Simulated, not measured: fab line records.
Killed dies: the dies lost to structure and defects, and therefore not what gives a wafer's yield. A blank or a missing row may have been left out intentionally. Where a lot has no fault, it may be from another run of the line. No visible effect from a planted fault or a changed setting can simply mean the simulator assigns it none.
fab line records ; flow nandHarc
[record] lots = 11; wafers = 33; lastDay = 33
route steps=1302 shown A_STAIRCASE@869 A_SGD_CUT@898 END@1302
lots that met no fault: from a run of the same line without faults
startH: the number of hours between the record's first day and the start of the first shown wafer of the lot ; waitH: hours from the lot's prior step to this one ; " identical to the entry in the row above ; L1.1+2: a row that stands for several wafers ; - either no value or no given start ; * or withheld: withheld ; < > ~ a bound
route shown NAME@n: names a module that has steps shown in the file, with the first one's number in the route ; usual: mean/standard deviation taken from wafers without a fault ; same: alike in all rows ; chamber/n: place in a boat ; sites: readings site by site ; _std_site: standard deviation across them ; _edge_site: the outer-site mean with the inner-site mean subtracted ; radiusMm: how far each site lies from the wafer's centre ; mask NAME#n: copy n ; behind: the last tool/chamber to shape the wafer ; hold: why the lot went on hold/how many hours it stayed there/how the hold came to an end ; device: whichever transistor did not switch (one of n, p or np) ; end of line: the tests these same wafers got at the end of their route ; a step given without rows: its recipe and nothing more ; killed: count of dies lost to structure and defects at first sort (not the wafer's yield) ; map: per-die view of a wafer (x killed, . not killed, _ where there is no die)
set.NAME: the setting as run; set.NAME@STEP: as run at that earlier step ; model.NAME: the simulator's own value behind a step, which no gauge read
route steps across a sampled set of lots; one table per step, one row per wafer
services: the hour from which a tool's chamber was out of use, counted from the record's first day as startH (under 0 if before that day), plus the number of hours and why
[[steps]]
[step NHARC_A_STAIRCASE_DESCUM_443]
[recipe] timeS = 3; o2FlowSccm = 200; arFlowSccm = 0; biasPowerW = 0; chemistry = O2
[usual] drypumpMotorCurrentA = 5.9/0.48; oesProductAu = 1.000/0.0089; rfVppV = 57.5/0.91; showerheadPlenumPTorr = 1.85/0.042; throttleValvePct = 11.311/0.0097
[same] timeS = 3
lot.wafer;tool;chamber;startH;waitH;drypumpMotorCurrentA;oesProductAu;rfHoursCounterH;rfVppV;showerheadPlenumPTorr;throttleValvePct
L451.1;rieDiel-04;0;439.43;-;6.5;1.012;23;56.6;1.92;11.315
L451.2;rieDiel-04;1;439.43;-;5.8;0.997;22;58.4;1.89;11.306
L451.5;rieDiel-04;0;439.43;-;6.4;1.011;-;57.1;1.92;11.299
L453.3;rieDiel-11;1;448.27;-;5.8;0.992;2;57.5;1.87;11.315
L453.6;rieDiel-11;0;448.27;-;5.5;0.994;-;56.3;1.92;11.290
L453.5;rieDiel-11;1;448.27;-;5.8;0.992;-;57.0;1.87;11.302
L455.3;rieDiel-08;3;490.00;-;6.1;1.007;34;57.2;1.79;11.317
L455.2;rieDiel-08;0;490.00;-;5.3;1.009;37;57.5;1.90;11.300
L455.5;rieDiel-08;0;490.00;-;5.3;0.995;-;57.0;1.90;11.318
L456.1;rieDiel-11;0;494.04;-;5.5;1.004;18;57.1;1.91;11.301
L456.4;rieDiel-11;1;494.04;-;5.8;0.995;18;58.3;1.87;11.307
L456.6;rieDiel-11;0;494.04;-;5.5;1.011;-;56.9;1.91;11.307
L463.1;rieDiel-08;3;530.60;-;6.1;1.012;48;59.4;1.79;11.308
L463.2;rieDiel-08;0;530.60;-;5.3;0.998;53;57.2;1.90;11.319
L463.5;rieDiel-08;2;530.60;-;5.9;1.000;-;57.7;1.88;11.310
L461.2;rieDiel-04;1;530.75;-;5.8;0.997;49;56.9;1.88;11.317
L461.5;rieDiel-04;3;530.75;-;5.6;0.999;-;56.7;1.80;11.310
L461.6;rieDiel-04;1;530.75;-;5.8;1.003;-;58.9;1.88;11.302
L464.4;rieDiel-11;1;545.35;-;5.8;0.997;35;57.8;1.86;11.317
L464.6;rieDiel-11;3;545.35;-;5.9;1.005;-;56.7;1.85;11.314
L464.5;rieDiel-11;0;545.35;-;5.5;1.002;-;56.0;1.91;11.319
L466.1;rieDiel-08;0;583.03;-;5.3;1.018;7;58.6;1.89;11.312
L466.2;rieDiel-08;1;583.03;-;4.8;0.996;7;57.0;1.86;11.320
L466.3;rieDiel-08;2;583.03;-;5.9;1.004;6;57.4;1.87;11.309
L465.2;rieDiel-08;1;583.17;-;4.8;0.993;7;57.5;1.86;11.312
L465.6;rieDiel-08;1;583.17;-;4.8;0.997;-;56.8;1.86;11.301
L465.5;rieDiel-08;2;583.17;-;5.9;0.991;-;58.4;1.87;11.329
L468.4;rieDiel-04;0;617.87;-;6.5;0.992;21;56.2;1.90;11.315
L468.2;rieDiel-04;1;617.87;-;5.8;1.018;22;57.1;1.88;11.304
L468.5;rieDiel-04;0;617.87;-;6.4;1.009;-;58.8;1.90;11.306
L473.3;rieDiel-04;1;659.25;-;5.8;1.003;38;57.1;1.87;11.319
L473.5;rieDiel-04;2;659.25;-;6.6;1.010;-;57.4;1.79;11.319
L473.6;rieDiel-04;3;659.25;-;5.6;0.989;-;56.3;1.79;11.313
[step NHARC_A_STAIRCASE_STRIP_446]
[recipe] powerW = 1500; tempC = 250; chemistry = O2
[usual] drypumpMotorCurrentA = 6.0/0.71; heaterPowerW = 329/35; tempC = 249.97/0.18
lot.wafer;tool;chamber;startH;waitH;drypumpMotorCurrentA;heaterPowerW;rfHoursCounterH;tempC
L451.1;plasmaAsher-02;0;443.91;0.0;6.3;310;3;250.06
L451.2;plasmaAsher-02;1;443.91;0.0;4.7;378;3;250.35
L451.5;plasmaAsher-02;0;443.91;0.0;6.3;313;-;249.91
L453.3;plasmaAsher-02;0;452.82;0.1;6.3;308;-;249.80
L453.6;plasmaAsher-02;0;452.82;0.1;6.3;313;-;249.76
L453.5;plasmaAsher-02;1;452.82;0.1;4.7;378;-;249.88
L455.2;plasmaAsher-01;0;494.47;0.1;6.6;288;31;250.13
L455.3;plasmaAsher-01;1;494.47;0.1;6.2;344;-;249.86
L455.5;plasmaAsher-01;1;494.47;0.1;6.2;341;-;250.09
L456.1;plasmaAsher-02;0;498.55;0.1;6.3;308;13;250.19
L456.4;plasmaAsher-02;1;498.55;0.1;4.7;376;-;249.78
L456.6;plasmaAsher-02;1;498.55;0.1;4.7;368;-;249.54
L463.1;plasmaAsher-02;1;535.09;0.0;4.7;369;20;250.02
L463.2;plasmaAsher-02;0;535.09;0.0;6.2;314;20;250.10
L463.5;plasmaAsher-02;0;535.09;0.0;6.3;313;-;250.05
L461.2;plasmaAsher-02;1;536.17;0.0;4.7;373;21;249.90
L461.5;plasmaAsher-02;1;536.17;0.0;4.7;384;-;250.20
L461.6;plasmaAsher-02;0;536.17;0.0;6.3;303;-;250.17
L464.4;plasmaAsher-01;1;550.00;0.2;6.2;361;-;249.87
L464.6;plasmaAsher-01;0;550.00;0.2;6.6;281;-;249.99
L464.5;plasmaAsher-01;1;550.00;0.2;6.2;362;-;249.83
L466.1;plasmaAsher-01;1;587.64;0.0;6.3;360;14;250.02
L466.2;plasmaAsher-01;0;587.64;0.0;6.6;283;14;250.06
L466.3;plasmaAsher-01;0;587.64;0.0;6.6;281;-;250.08
L465.2;plasmaAsher-02;0;590.58;0.0;6.3;308;31;250.03
L465.6;plasmaAsher-02;0;590.58;0.0;6.2;306;-;250.44
L465.5;plasmaAsher-02;1;590.58;0.0;4.7;366;-;250.01
L468.2;plasmaAsher-01;0;622.41;0.1;6.6;278;20;249.61
L468.4;plasmaAsher-01;0;622.41;0.1;6.6;283;-;249.73
L468.5;plasmaAsher-01;0;622.41;0.1;6.5;284;-;249.80
L473.3;plasmaAsher-02;1;663.76;0.1;4.7;374;-;249.73
L473.6;plasmaAsher-02;1;663.76;0.1;4.7;374;-;249.95
L473.5;plasmaAsher-02;0;663.76;0.1;6.3;305;-;250.20
[step NHARC_A_SGD_CUT_EXPOSE_06]
[recipe] na = 1.35; doseMj = 85.59; maskId = SGD
[usual] exposureDoseMJCm2 = 85.57/0.083
lot.wafer;tool;chamber;startH;waitH;mask;exposureDoseMJCm2
L451.1;arfiScanner-02;0;447.32;-;SGD#0;85.54
L451.2;arfiScanner-02;0;447.32;-;SGD#0;85.46
L451.5;arfiScanner-02;0;447.32;-;SGD#0;85.56
L453.3;arfiScanner-03;0;456.00;-;SGD#0;85.44
L453.5;arfiScanner-03;0;456.00;-;SGD#0;85.63
L453.6;arfiScanner-03;0;456.00;-;SGD#0;85.61
L455.2;arfiScanner-03;0;497.55;-;SGD#0;85.47
L455.3;arfiScanner-03;0;497.55;-;SGD#0;85.44
L455.5;arfiScanner-03;0;497.55;-;SGD#0;85.49
L456.1;arfiScanner-02;0;501.74;-;SGD#0;85.52
L456.4;arfiScanner-02;0;501.74;-;SGD#0;85.72
L456.6;arfiScanner-02;0;501.74;-;SGD#0;85.62
L463.1;arfiScanner-03;0;538.32;-;SGD#0;94.43
L463.2;arfiScanner-03;0;538.32;-;SGD#0;94.45
L463.5;arfiScanner-03;0;538.32;-;SGD#0;94.49
L461.2;arfiScanner-03;0;539.50;-;SGD#0;92.64
L461.5;arfiScanner-03;0;539.50;-;SGD#0;92.73
L461.6;arfiScanner-03;0;539.50;-;SGD#0;92.84
L464.4;arfiScanner-03;0;553.04;-;SGD#0;91.35
L464.5;arfiScanner-03;0;553.04;-;SGD#0;91.32
L464.6;arfiScanner-03;0;553.04;-;SGD#0;91.30
L466.1;arfiScanner-01;0;590.92;-;SGD#0;85.68
L466.2;arfiScanner-01;0;590.92;-;SGD#0;85.57
L466.3;arfiScanner-01;0;590.92;-;SGD#0;85.56
L465.2;arfiScanner-03;0;593.81;-;SGD#0;89.20
L465.5;arfiScanner-03;0;593.81;-;SGD#0;89.25
L465.6;arfiScanner-03;0;593.81;-;SGD#0;89.21
L468.2;arfiScanner-01;0;627.00;-;SGD#0;85.70
L468.4;arfiScanner-01;0;627.00;-;SGD#0;85.57
L468.5;arfiScanner-01;0;627.00;-;SGD#0;85.67
L473.3;arfiScanner-01;0;667.00;-;SGD#0;85.65
L473.5;arfiScanner-01;0;667.00;-;SGD#0;85.62
L473.6;arfiScanner-01;0;667.00;-;SGD#0;85.51
[step NHARC_A_SGD_CUT_CD_MEAS_09]
[recipe] targetCdNm = 100; landingEnergyEv = 500
[usual] cdNm = 100.0/0.47
lot.wafer;tool;chamber;startH;waitH;cdNm
L451.1;cdSem-03;0;447.46;-;100.3
L451.2;cdSem-03;0;447.46;-;100.1
L451.5;cdSem-03;0;447.46;-;100.4
L453.3;cdSem-01;0;456.13;-;99.8
L453.5;cdSem-01;0;456.13;-;99.4
L453.6;cdSem-01;0;456.13;-;99.7
L455.2;cdSem-03;0;497.69;-;99.7
L455.3;cdSem-03;0;497.69;-;99.8
L455.5;cdSem-03;0;497.69;-;100.2
L456.1;cdSem-03;0;501.88;-;101.0
L456.4;cdSem-03;0;501.88;-;100.6
L456.6;cdSem-03;0;501.88;-;100.7
L463.1;cdSem-01;0;538.46;-;106.2
L463.2;cdSem-01;0;538.46;-;107.3
L463.5;cdSem-01;0;538.46;-;106.6
L461.2;cdSem-02;0;539.64;-;105.4
L461.5;cdSem-02;0;539.64;-;105.5
L461.6;cdSem-02;0;539.64;-;105.5
L464.4;cdSem-03;0;553.17;-;104.7
L464.5;cdSem-03;0;553.17;-;104.2
L464.6;cdSem-03;0;553.17;-;104.6
L466.1;cdSem-01;0;591.06;-;100.4
L466.2;cdSem-01;0;591.06;-;99.8
L466.3;cdSem-01;0;591.06;-;99.8
L465.2;cdSem-01;0;593.95;-;102.7
L465.5;cdSem-01;0;593.95;-;102.8
L465.6;cdSem-01;0;593.95;-;103.0
L468.2;cdSem-03;0;627.14;-;99.6
L468.4;cdSem-03;0;627.14;-;100.5
L468.5;cdSem-03;0;627.14;-;99.4
L473.3;cdSem-01;0;667.13;-;99.9
L473.5;cdSem-01;0;667.13;-;100.3
L473.6;cdSem-01;0;667.13;-;100.5
[step NHARC_A_SGD_CUT_ETCH_59]
[recipe] targetDepthA = 2600; overEtchFrac = 0.25; timeS = 406.25; ionEnergyEv = 200; n2FlowSccm = 150; h2FlowSccm = 150; arFlowSccm = 0; rfW = 400; biasW = 150; chemistry = N2/H2
[usual] drypumpMotorCurrentA = 5.6/0.47; oesProductAu = 1.001/0.01; rfVppV = 431.7/2.6; showerheadPlenumPTorr = 2.08/0.092; throttleValvePct = 14.171/0.0096
[same] timeS = 406.25
lot.wafer;tool;chamber;startH;waitH;drypumpMotorCurrentA;oesProductAu;rfHoursCounterH;rfVppV;showerheadPlenumPTorr;throttleValvePct
L451.1;rieDiel-05;3;-;-;6.3;0.992;4;427.3;1.89;14.151
L451.2;rieDiel-05;0;-;-;5.4;1.007;3;431.9;2.10;14.186
L451.5;rieDiel-05;1;-;-;6.3;0.999;-;431.5;2.05;14.183
L453.3;rieDiel-05;0;-;-;5.3;0.991;4;432.2;2.10;14.163
L453.5;rieDiel-05;0;-;-;5.3;1.002;-;432.6;2.10;14.181
L453.6;rieDiel-05;1;-;-;6.3;0.995;-;432.1;2.05;14.183
L455.3;rieDiel-12;2;-;-;5.7;0.989;1;427.0;1.97;14.173
L455.2;rieDiel-12;1;-;-;6.3;1.011;2;434.9;2.17;14.182
L455.5;rieDiel-12;2;-;-;5.7;0.988;-;428.4;1.97;14.170
L456.4;rieDiel-02;0;-;-;5.8;1.000;8;434.6;2.20;14.189
L456.1;rieDiel-02;2;-;-;5.2;1.005;6;431.6;2.09;14.167
L456.6;rieDiel-02;3;-;-;5.0;1.026;-;433.0;2.13;14.186
L463.2;rieDiel-02;0;-;-;5.8;0.994;10;434.8;2.20;14.163
L463.1;rieDiel-02;1;-;-;5.1;0.991;10;427.4;1.90;14.181
L463.5;rieDiel-02;3;-;-;5.1;1.008;-;431.8;2.13;14.173
L461.2;rieDiel-02;2;-;-;5.2;1.016;9;432.5;2.09;14.166
L461.6;rieDiel-02;2;-;-;5.2;1.012;-;431.8;2.09;14.167
L461.5;rieDiel-02;3;-;-;5.1;1.017;-;430.9;2.13;14.182
L464.4;rieDiel-12;0;-;-;6.0;0.989;4;433.4;2.11;14.166
L464.5;rieDiel-12;2;-;-;5.7;0.996;-;427.8;1.97;14.182
L464.6;rieDiel-12;3;-;-;5.0;1.009;-;432.9;2.15;14.179
L466.1;rieDiel-02;2;-;-;5.2;1.000;1;431.8;2.08;14.173
L466.3;rieDiel-02;3;-;-;5.1;0.993;1;432.8;2.12;14.155
L466.2;rieDiel-02;0;-;-;5.8;0.995;1;434.9;2.19;14.171
L465.2;rieDiel-12;3;-;-;5.0;1.008;6;432.3;2.15;14.178
L465.6;rieDiel-12;0;-;-;6.0;0.997;-;432.1;2.11;14.193
L465.5;rieDiel-12;1;-;-;6.3;1.014;-;434.2;2.17;14.169
L468.2;rieDiel-05;3;-;-;6.3;0.996;3;425.8;1.88;14.163
L468.4;rieDiel-05;0;-;-;5.3;0.988;3;432.8;2.10;14.167
L468.5;rieDiel-05;3;-;-;6.3;0.998;-;427.4;1.88;14.178
L473.3;rieDiel-02;2;-;-;5.2;1.002;7;429.4;2.08;14.165
L473.6;rieDiel-02;3;-;-;5.1;1.003;-;432.3;2.12;14.155
L473.5;rieDiel-02;0;-;-;5.8;1.000;-;435.1;2.19;14.173
[step NHARC_END_SORT_01]
[recipe] tempC = 25
[usual] killedAtArray = 53/19; killedAtOther = 0.8/1.2; killedAtPeriphery = 3.7/2.3; killedDies = 57/19; killedOpen = 3.2/1.7; killedShort = 2.6/1.8
[same] grossDies = 677
lot.wafer;tool;chamber;startH;waitH;killedAtArray;killedAtOther;killedAtPeriphery;killedDies;killedOpen;killedShort
L464.4;prober-01;0;700.87;3.4;48;2;6;56;4;2
L466.1;prober-02;0;716.74;2.5;74;0;0;74;2;4
L466.2;prober-02;0;717.56;2.9;82;0;5;87;3;0
L466.3;prober-02;0;718.38;3.2;81;1;3;85;4;3
L468.2;prober-02;0;767.07;2.8;41;0;6;47;4;1
L468.4;prober-02;0;768.71;3.5;29;0;4;33;3;0
L468.5;prober-02;0;769.52;3.8;40;2;7;49;1;4
// killed by level:class
L464.4 A_CHANNEL_HOLE_D1:chamberFilmFlake=30 A_CHANNEL_HOLE_D2:chamberFilmFlake=9 A_DECK1_JOINT:geometricParticle:open=2 P_ZERO_WELL:chamberFilmFlake=2 A_DECK1_JOINT:chamberFilmFlake=2 A_STAIRCASE:chamberFilmFlake=2 THIN_TSV:chamberFilmFlake=2 P_GATE:geometricParticle:short=1
L466.1 A_SLIT:chamberFilmFlake=27 A_CHANNEL_HOLE_D1:chamberFilmFlake=18 A_CHANNEL_HOLE_D2:chamberFilmFlake=16 A_STAIRCASE:chamberFilmFlake=3 A_CHANNEL_FILL_D1:geometricParticle:short=2 A_ONON_D1:geometricParticle:short=1 A_DECK1_JOINT:geometricParticle:open=1 A_M0:geometricParticle:short=1
L466.2 A_CHANNEL_HOLE_D1:chamberFilmFlake=33 A_SLIT:chamberFilmFlake=28 A_CHANNEL_HOLE_D2:chamberFilmFlake=16 P_STI:chamberFilmFlake=2 A_STAIRCASE:chamberFilmFlake=2 P_CONTACT:geometricParticle:open=1 P_M2:geometricParticle:open=1 A_BLC:geometricParticle:open=1
L466.3 A_SLIT:chamberFilmFlake=27 A_CHANNEL_HOLE_D1:chamberFilmFlake=21 A_CHANNEL_HOLE_D2:chamberFilmFlake=18 A_STAIRCASE:chamberFilmFlake=6 A_M0:chamberFilmFlake=2 P_M2:geometricParticle:open=1 A_SOURCE_PLATE:geometricParticle:short=1 A_DECK1_JOINT:geometricParticle:open=1
L468.2 A_CHANNEL_HOLE_D1:chamberFilmFlake=17 A_CONTACT:chamberFilmFlake=10 A_SLIT:chamberFilmFlake=5 A_STAIRCASE:chamberFilmFlake=4 A_M0:geometricParticle:open=2 P_BONDPAD:chamberFilmFlake=2 P_CONTACT:geometricParticle:open=1 A_ONON_D2:geometricParticle:open=1
L468.4 A_CHANNEL_HOLE_D1:chamberFilmFlake=12 A_CONTACT:chamberFilmFlake=9 P_STI:chamberFilmFlake=2 A_SLIT:chamberFilmFlake=2 A_STAIRCASE:chamberFilmFlake=2 A_WL_FILL:chamberFilmFlake=2 P_GATE:geometricParticle:open=1 P_M0:geometricParticle:open=1
L468.5 A_CHANNEL_HOLE_D1:chamberFilmFlake=16 A_CONTACT:chamberFilmFlake=9 A_STAIRCASE:chamberFilmFlake=7 P_BONDPAD:chamberFilmFlake=4 A_SLIT:chamberFilmFlake=4 P_STI:chamberFilmFlake=2 P_M1:geometricParticle:short=1 A_ONON_D2:geometricParticle:open=1
[[services]]
tool;chamber;startH;hours;kind
rieDiel-11;1;420.84;8.0;repair
rieDiel-12;-;422.09;1.9;repair
arfiScanner-01;-;424.00;4.0;pm
plasmaAsher-02;-;426.00;9.0;pm
arfiScanner-03;-;439.98;4.8;repair
rieDiel-02;1;456.81;6.0;repair
plasmaAsher-02;-;470.34;0.4;repair
rieDiel-02;-;473.42;0.6;repair
rieDiel-02;2;479.85;9.2;repair
arfiScanner-03;-;493.70;0.4;repair
plasmaAsher-01;-;519.72;9.0;pm
rieDiel-04;0;529.96;2.8;repair
rieDiel-04;-;534.62;9.0;pm
arfiScanner-03;-;540.00;4.0;pm
rieDiel-08;-;545.68;9.0;pm
plasmaAsher-02;-;553.89;8.4;repair
rieDiel-02;-;570.91;9.0;pm
arfiScanner-03;-;575.18;2.8;repair
rieDiel-02;1;582.83;12.4;repair
rieDiel-04;1;589.77;1.6;repair
plasmaAsher-02;-;603.00;9.0;pm
rieDiel-02;0;632.90;13.4;repair
rieDiel-08;2;641.14;14.9;repair
rieDiel-02;-;644.17;0.5;repair
[[key]]
[firstSign] step = NHARC_A_SGD_CUT_EXPOSE_06; reading = exposureDoseMJCm2; direction = up; sigmas = 77; usual = 85.57; struck = 91.94
[effect] step = NHARC_A_SGD_CUT_CD_MEAS_09; reading = cdNm; direction = up; sigmas = 10; usual = 100.0; struck = 104.9; through = controlLoop
metAt NHARC_A_SGD_CUT_EXPOSE_06
struckLots L461,L463,L464,L465
testerLeftOut L461,L463,L464,L465
[loopTrim] step = NHARC_A_SGD_CUT_EXPOSE_06; setting = dose; lots = L461,L464,L465
notActingAt NHARC_A_STAIRCASE_DESCUM_443,NHARC_A_STAIRCASE_STRIP_446,NHARC_A_SGD_CUT_ETCH_59
onsetBetween 497.55 538.32
[fault] kind = processParameterDrift; tool = arfiScanner-03; chamber = -; onsetH = 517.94; steps = NHARC_A_SGD_CUT_EXPOSE_06; channel = doseMj; offset = 8.9549; shape = step; actsIn = theseRecipesOnly; stated = 85.59
// testerLeftOut: of these lots the tester's yield and bins aren't shown, on N5 and GAA mostly nor the transistor test; their killed dies are dies lost to structure and defects alone, not to doping, threshold or leakage, so they don't give the yield
// loopTrim: a control loop set the setting to another value than it would have without faults
